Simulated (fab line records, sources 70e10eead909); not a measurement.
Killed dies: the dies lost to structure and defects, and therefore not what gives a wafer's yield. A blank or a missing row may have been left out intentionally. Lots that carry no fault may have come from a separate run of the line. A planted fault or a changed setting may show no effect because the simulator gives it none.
Which of the tools did it?	flow nand harc	24 lots with 72 wafers sampled at 6 steps, on a route of 1159 steps

WHAT THE GAUGES SHOWED, per wafer
The record holds no reading of a measuring or inspecting step that can be judged against a usual standard deviation.

WHICH TOOL RAN EACH LOT (tool, then ch and the chambers of the sampled wafers, then the start)
lot	NHARC_A_STAIRCASE_ETCH_13	NHARC_A_STAIRCASE_ETCH_19	NHARC_A_STAIRCASE_TRIM_22	NHARC_A_STAIRCASE_DESCUM_186	NHARC_A_STAIRCASE_ETCH_199	NHARC_A_STAIRCASE_ETCH_201
L075	rie diel-09 ch 2,3, day 11 10:57 or earlier	rie diel-09 ch 0,2,3, day 11 10:57 or earlier	rie diel-09 ch 1,3, day 11 10:57 or earlier	rie diel-04 ch 0,1, day 11 10:57	rie diel-03 ch 0,1, no start	rie diel-03 ch 0,1,3, no start
L074	rie diel-04 ch 1,3, day 11 10:47 or earlier	rie diel-04 ch 0,2, day 11 10:47 or earlier	rie diel-04 ch 1,2, day 11 10:47 or earlier	rie diel-09 ch 1,2,3, day 11 10:47	rie diel-04 ch 1,3, no start	rie diel-04 ch 0,3, no start
L076	rie diel-04 ch 0,3, day 11 17:07 or earlier	rie diel-04 ch 0,2,3, day 11 17:07 or earlier	rie diel-04 ch 2,3, day 11 17:07 or earlier	rie diel-04 ch 0,1,2, day 11 17:07	rie diel-04 ch 0,1,2, no start	rie diel-04 ch 0,1,3, no start
L077	rie diel-03 ch 0,1,2, day 11 18:02 or earlier	rie diel-03 ch 0,2, day 11 18:02 or earlier	rie diel-04 ch 1,2,3, day 11 18:02 or earlier	rie diel-04 ch 1,3, day 11 18:02	rie diel-04 ch 0,1,3, no start	rie diel-04 ch 0,3, no start
L079	rie diel-03 ch 0,1, day 12 05:18 or earlier	rie diel-03 ch 0,2,3, day 12 05:18 or earlier	rie diel-09 ch 1,2,3, day 12 05:18 or earlier	rie diel-03 ch 0,3, day 12 05:18	rie diel-04 ch 1,2, no start	rie diel-04 ch 1,2, no start
L078	rie diel-03 ch 1,2, day 12 07:07 or earlier	rie diel-03 ch 0,2,3, day 12 07:07 or earlier	rie diel-04 ch 0,1,2, day 12 07:07 or earlier	rie diel-09 ch 2,3, day 12 07:07	rie diel-03 ch 0,3, no start	rie diel-03 ch 1,2, no start
L081	rie diel-03 ch 0,1, day 12 14:40 or earlier	rie diel-03 ch 1,2, day 12 14:40 or earlier	rie diel-09 ch 0,1,2, day 12 14:40 or earlier	rie diel-04 ch 1,2,3, day 12 14:40	rie diel-04 ch 1,2,3, no start	rie diel-04 ch 0,1,2, no start
L080	rie diel-03 ch 1,2,3, day 12 15:08 or earlier	rie diel-03 ch 1,2,3, day 12 15:08 or earlier	rie diel-03 ch 1,2,3, day 12 15:08 or earlier	rie diel-03 ch 0,2,3, day 12 15:08	rie diel-09 ch 0,1, no start	rie diel-09 ch 2,3, no start
L084	rie diel-09 ch 1,2, day 13 00:31 or earlier	rie diel-09 ch 0,2, day 13 00:31 or earlier	rie diel-04 ch 1,2,3, day 13 00:31 or earlier	rie diel-04 ch 0,1, day 13 00:31	rie diel-03 ch 0,1,3, no start	rie diel-03 ch 1,2,3, no start
L082	rie diel-09 ch 2,3, day 13 00:41 or earlier	rie diel-09 ch 1,3, day 13 00:41 or earlier	rie diel-09 ch 0,1,2, day 13 00:41 or earlier	rie diel-09 ch 1,2,3, day 13 00:41	rie diel-03 ch 0,1,3, no start	rie diel-03 ch 0,1,3, no start
L083	rie diel-03 ch 0,1,2, day 13 01:43 or earlier	rie diel-03 ch 2,3, day 13 01:43 or earlier	rie diel-04 ch 0,1,3, day 13 01:43 or earlier	rie diel-09 ch 0,1, day 13 01:43	rie diel-03 ch 1,2, no start	rie diel-03 ch 1,2, no start
L085	rie diel-09 ch 0,2,3, day 13 11:46 or earlier	rie diel-09 ch 0,2,3, day 13 11:46 or earlier	rie diel-09 ch 1,2,3, day 13 11:46 or earlier	rie diel-04 ch 1,2, day 13 11:46	rie diel-04 ch 0,2, no start	rie diel-04 ch 2,3, no start
L086	rie diel-09 ch 0,2,3, day 14 08:59 or earlier	rie diel-09 ch 1,3, day 14 08:59 or earlier	rie diel-04 ch 0,1, day 14 08:59 or earlier	rie diel-04 ch 0,2,3, day 14 08:59	rie diel-09 ch 0,1,2, no start	rie diel-09 ch 1,2,3, no start
L087	rie diel-03 ch 2, day 14 06:34	rie diel-03 ch 2, day 14 10:50	rie diel-03 ch 2,3, day 14 12:14	rie diel-03 ch 2,3, day 14 15:23	rie diel-04 ch 1,2,3, no start	rie diel-04 ch 0,1,3, no start
L089	rie diel-09 ch 0,2, day 14 21:40 or earlier	rie diel-09 ch 1,2,3, day 14 21:40 or earlier	rie diel-04 ch 1,3, day 14 21:40 or earlier	rie diel-03 ch 1,3, day 14 21:40	rie diel-03 ch 1,3, no start	rie diel-03 ch 1,3, no start
L088	rie diel-09 ch 0,1,3, day 14 21:56 or earlier	rie diel-09 ch 0,3, day 14 21:56 or earlier	rie diel-04 ch 0,2,3, day 14 21:56 or earlier	rie diel-09 ch 0,2, day 14 21:56	rie diel-03 ch 1,3, no start	rie diel-03 ch 1,3, no start
L090	rie diel-04 ch 0,3, day 15 04:31 or earlier	rie diel-04 ch 0,1,2, day 15 04:31 or earlier	rie diel-04 ch 1,3, day 15 04:31 or earlier	rie diel-03 ch 1,3, day 15 04:31	rie diel-04 ch 0,2,3, no start	rie diel-04 ch 0,1,2, no start
L091	rie diel-04 ch 0,1,2, day 15 02:30 or earlier	rie diel-04 ch 0,1,2, day 15 02:30 or earlier	rie diel-03 ch 1,3, day 15 02:30	rie diel-09 ch 0,2,3, day 15 05:11	rie diel-03 ch 1,2,3, no start	rie diel-03 ch 1,2,3, no start
L092	rie diel-09 ch 0,2,3, day 15 13:27 or earlier	rie diel-09 ch 0,1,2, day 15 13:27 or earlier	rie diel-09 ch 0,1,3, day 15 13:27 or earlier	rie diel-03 ch 1,2,3, day 15 13:27	rie diel-04 ch 0,1,2, no start	rie diel-04 ch 1,2,3, no start
L096	rie diel-03 ch 1,2,3, day 16 00:53 or earlier	rie diel-03 ch 1,3, day 16 00:53 or earlier	rie diel-03 ch 1,3, day 16 00:53 or earlier	rie diel-04 ch 0,1, day 16 00:53	rie diel-03 ch 1,2, no start	rie diel-03 ch 1,2,3, no start
L095	rie diel-09 ch 2,3, day 16 00:43 or earlier	rie diel-09 ch 0,1, day 16 00:43 or earlier	rie diel-04 ch 2,3, day 16 00:43 or earlier	rie diel-03 ch 2,3, day 16 00:43	rie diel-03 ch 2,3, no start	rie diel-03 ch 1,2,3, no start
L094	rie diel-09 ch 0,1,2, day 16 07:28 or earlier	rie diel-09 ch 0,2,3, day 16 07:28 or earlier	rie diel-09 ch 1,2, day 16 07:28 or earlier	rie diel-03 ch 1,3, day 16 07:28	rie diel-03 ch 2,3, no start	rie diel-03 ch 2,3, no start
L093	rie diel-04 ch 0,2,3, day 16 05:37 or earlier	rie diel-04 ch 2,3, day 16 05:37 or earlier	rie diel-04 ch 0,3, day 16 05:37 or earlier	rie diel-09 ch 1,2,3, day 16 05:37	rie diel-03 ch 1,2,3, no start	rie diel-03 ch 1,3, no start
L097	rie diel-04 ch 0,1,2, day 16 17:44 or earlier	rie diel-04 ch 0,1,2, day 16 17:44 or earlier	rie diel-04 ch 0,2, day 16 17:44 or earlier	rie diel-09 ch 0,3, day 16 17:44	rie diel-09 ch 0,1,2, no start	rie diel-09 ch 0,2,3, no start
- NHARC_A_STAIRCASE_ETCH_13: etches the open film in C4F8/O2, target depth 100 nm, time 40.5 s.
- NHARC_A_STAIRCASE_ETCH_19: etches the open film in C4F8/O2, target depth 100 nm, time 40.5 s.
- NHARC_A_STAIRCASE_TRIM_22: chemistry O2, time 211.2 s.
- NHARC_A_STAIRCASE_DESCUM_186: chemistry O2, time 3 s.
- NHARC_A_STAIRCASE_ETCH_199: etches the open film in C4F8/O2, target depth 100 nm, time 40.5 s.
- NHARC_A_STAIRCASE_ETCH_201: etches the open film in C4F8/O2, target depth 100 nm, time 40.5 s.

WHAT THE TOOLS THEMSELVES READ (means of the sampled wafers that have a number; where no wafer has one, the mark that the record gives instead)
NHARC_A_STAIRCASE_ETCH_13. Usual: oes product au 0.940 a.u., standard deviation 0.014; rf vpp V 897 V, standard deviation 6.1.
lot	tool	oes product au (a.u.)	rf vpp V (V)	flag
L075	rie diel-09	0.935	902	
L074	rie diel-04	0.952	888	
L076	rie diel-04	0.929	891	
L077	rie diel-03	0.951	901	
L079	rie diel-03	0.928	900	
L078	rie diel-03	0.955	902	
L081	rie diel-03	0.936	900	
L080	rie diel-03	0.938	898	
L084	rie diel-09	0.936	892	
L082	rie diel-09	0.932	901	
L083	rie diel-03	0.925	901	
L085	rie diel-09	0.935	901	
L086	rie diel-09	0.934	901	
L087	rie diel-03	0.930	904	
L089	rie diel-09	0.957	899	
L088	rie diel-09	0.938	896	
L090	rie diel-04	0.948	897	
L091	rie diel-04	0.952	894	
L092	rie diel-09	0.943	900	
L096	rie diel-03	0.927	898	
L095	rie diel-09	0.948	900	
L094	rie diel-09	0.945	896	
L093	rie diel-04	0.951	898	
L097	rie diel-04	0.940	893	

NHARC_A_STAIRCASE_ETCH_19. Usual: oes product au 0.940 a.u., standard deviation 0.014; rf vpp V 897 V, standard deviation 6.1.
lot	tool	oes product au (a.u.)	rf vpp V (V)	flag
L075	rie diel-09	0.942	901	
L074	rie diel-04	0.960	897	
L076	rie diel-04	0.947	892	
L077	rie diel-03	0.925	903	
L079	rie diel-03	0.935	898	
L078	rie diel-03	0.927	897	
L081	rie diel-03	0.947	903	
L080	rie diel-03	0.933	898	
L084	rie diel-09	0.935	899	
L082	rie diel-09	0.948	893	
L083	rie diel-03	0.935	893	
L085	rie diel-09	0.948	899	
L086	rie diel-09	0.934	898	
L087	rie diel-03	0.923	904	
L089	rie diel-09	0.948	896	
L088	rie diel-09	0.939	901	
L090	rie diel-04	0.950	894	
L091	rie diel-04	0.959	893	
L092	rie diel-09	0.940	895	
L096	rie diel-03	0.955	892	
L095	rie diel-09	0.923	892	
L094	rie diel-09	0.924	900	
L093	rie diel-04	0.951	904	
L097	rie diel-04	0.954	893	

NHARC_A_STAIRCASE_TRIM_22. Usual: drypump motor current A 5.6 A, standard deviation 0.44; oes product au 1.005 a.u., standard deviation 0.0088; rf vpp V 57.8 V, standard deviation 0.93; showerhead plenum p Torr 3.52 Torr, standard deviation 0.16; throttle valve pct 17.035 %, standard deviation 0.0088.
lot	tool	drypump motor current A (A)	oes product au (a.u.)	rf vpp V (V)	showerhead plenum p Torr (Torr)	throttle valve pct (%)	flag
L075	rie diel-09	5.2	1.017	57.3	3.46	17.032	
L074	rie diel-04	5.4	1.013	58.0	3.45	17.039	
L076	rie diel-04	6.1	1.003	57.3	3.39	17.035	
L077	rie diel-04	5.7	1.006	57.8	3.42	17.043	
L079	rie diel-09	5.4	1.006	57.5	3.56	17.034	
L078	rie diel-04	5.5	1.011	58.0	3.48	17.028	
L081	rie diel-09	5.7	0.995	57.0	3.53	17.031	
L080	rie diel-03	5.1	1.006	57.4	3.59	17.037	
L084	rie diel-04	5.7	1.003	57.8	3.41	17.031	
L082	rie diel-09	5.7	0.997	57.6	3.52	17.040	
L083	rie diel-04	5.7	1.005	58.1	3.36	17.033	
L085	rie diel-09	5.4	1.010	58.1	3.55	17.038	
L086	rie diel-04	5.3	1.012	56.8	3.39	17.030	
L087	rie diel-03	5.2	1.001	57.8	3.60	17.037	
L089	rie diel-04	5.5	1.014	57.7	3.51	17.038	
L088	rie diel-04	5.9	1.006	58.2	3.61	17.032	
L090	rie diel-04	5.9	1.008	57.2	3.65	17.034	
L091	rie diel-03	4.9	1.012	58.0	3.55	17.032	
L092	rie diel-09	5.7	1.001	58.0	3.53	17.026	
L096	rie diel-03	4.9	1.004	58.7	3.55	17.030	
L095	rie diel-04	6.0	1.009	58.2	3.73	17.039	
L094	rie diel-09	5.2	1.007	58.0	3.41	17.039	
L093	rie diel-04	5.9	1.006	57.3	3.55	17.034	
L097	rie diel-04	5.7	1.012	57.7	3.54	17.038	

NHARC_A_STAIRCASE_DESCUM_186. Usual: drypump motor current A 5.5 A, standard deviation 0.46; oes product au 1.004 a.u., standard deviation 0.01; rf vpp V 57.9 V, standard deviation 0.85; showerhead plenum p Torr 1.92 Torr, standard deviation 0.097; throttle valve pct 11.311 %, standard deviation 0.0089.
lot	tool	drypump motor current A (A)	oes product au (a.u.)	rf vpp V (V)	showerhead plenum p Torr (Torr)	throttle valve pct (%)	flag
L075	rie diel-04	5.5	1.015	57.6	1.85	11.319	
L074	rie diel-09	5.4	1.016	59.0	1.93	11.300	
L076	rie diel-04	5.5	1.013	57.4	1.88	11.307	
L077	rie diel-04	5.5	1.010	57.4	1.80	11.309	
L079	rie diel-03	5.6	0.982	57.5	1.90	11.308	
L078	rie diel-09	5.6	1.001	57.7	1.99	11.300	
L081	rie diel-04	5.7	1.006	57.6	1.85	11.313	
L080	rie diel-03	5.4	0.999	57.3	1.93	11.306	
L084	rie diel-04	5.5	1.018	57.7	1.85	11.312	
L082	rie diel-09	5.4	1.004	57.5	1.92	11.307	
L083	rie diel-09	5.5	1.000	57.9	1.85	11.310	
L085	rie diel-04	5.5	1.013	57.8	1.91	11.309	
L086	rie diel-04	5.9	1.006	58.3	1.96	11.309	
L087	rie diel-03	5.2	1.002	58.3	1.96	11.306	
L089	rie diel-03	5.1	1.009	57.7	1.86	11.321	
L088	rie diel-09	5.9	1.006	58.5	1.97	11.301	
L090	rie diel-03	4.9	1.001	57.5	1.93	11.311	
L091	rie diel-09	5.9	1.005	58.3	1.98	11.298	
L092	rie diel-03	5.1	0.999	58.3	1.94	11.309	
L096	rie diel-04	5.5	1.011	57.4	1.84	11.309	
L095	rie diel-03	5.2	0.991	58.3	1.95	11.311	
L094	rie diel-03	4.9	0.999	57.9	1.92	11.318	
L093	rie diel-09	5.4	1.004	57.8	1.91	11.307	
L097	rie diel-09	6.1	0.997	57.7	1.97	11.309	

NHARC_A_STAIRCASE_ETCH_199. Usual: oes product au 0.947 a.u., standard deviation 0.014; rf vpp V 896 V, standard deviation 6.4.
lot	tool	oes product au (a.u.)	rf vpp V (V)	flag
L075	rie diel-03	0.937	901	
L074	rie diel-04	0.961	889	
L076	rie diel-04	0.947	894	
L077	rie diel-04	0.948	889	
L079	rie diel-04	0.940	892	
L078	rie diel-03	0.941	892	
L081	rie diel-04	0.957	892	
L080	rie diel-09	0.953	893	
L084	rie diel-03	0.931	897	
L082	rie diel-03	0.931	896	
L083	rie diel-03	0.958	902	
L085	rie diel-04	0.950	894	
L086	rie diel-09	0.955	895	
L087	rie diel-04	0.971	898	
L089	rie diel-03	0.931	892	
L088	rie diel-03	0.930	892	
L090	rie diel-04	0.959	899	
L091	rie diel-03	0.954	898	
L092	rie diel-04	0.958	894	
L096	rie diel-03	0.937	902	
L095	rie diel-03	0.933	899	
L094	rie diel-03	0.935	893	
L093	rie diel-03	0.944	898	
L097	rie diel-09	0.948	895	

NHARC_A_STAIRCASE_ETCH_201. Usual: oes product au 0.943 a.u., standard deviation 0.014; rf vpp V 896 V, standard deviation 6.3.
lot	tool	oes product au (a.u.)	rf vpp V (V)	flag
L075	rie diel-03	0.927	896	
L074	rie diel-04	0.957	891	
L076	rie diel-04	0.944	890	
L077	rie diel-04	0.943	889	
L079	rie diel-04	0.949	894	
L078	rie diel-03	0.939	902	
L081	rie diel-04	0.952	894	
L080	rie diel-09	0.955	901	
L084	rie diel-03	0.951	898	
L082	rie diel-03	0.924	895	
L083	rie diel-03	0.953	903	
L085	rie diel-04	0.951	902	
L086	rie diel-09	0.944	896	
L087	rie diel-04	0.960	895	
L089	rie diel-03	0.934	891	
L088	rie diel-03	0.932	892	
L090	rie diel-04	0.961	894	
L091	rie diel-03	0.949	898	
L092	rie diel-04	0.955	898	
L096	rie diel-03	0.935	897	
L095	rie diel-03	0.930	897	
L094	rie diel-03	0.943	893	
L093	rie diel-03	0.922	892	
L097	rie diel-09	0.936	900	

THE ANSWER, worked out from the rows above alone
Rule: take the mean of a lot's wafers that have a number; if it is more than 3 standard deviations from the usual mean, the lot is off. A lot without any number at a reading at which 4 lots or more have one is off too. The other lots that the step has rows for count as sound. First the gauges in route order, then the tools' own readings, where a lot's mean is used as printed above. The first step at which some lot is off is used, and at that step the reading that is off furthest; a lot without a number counts as furthest.
No lot is off at any reading shown: from this, nothing can be told.

WHAT THE SIMULATOR PUT IN
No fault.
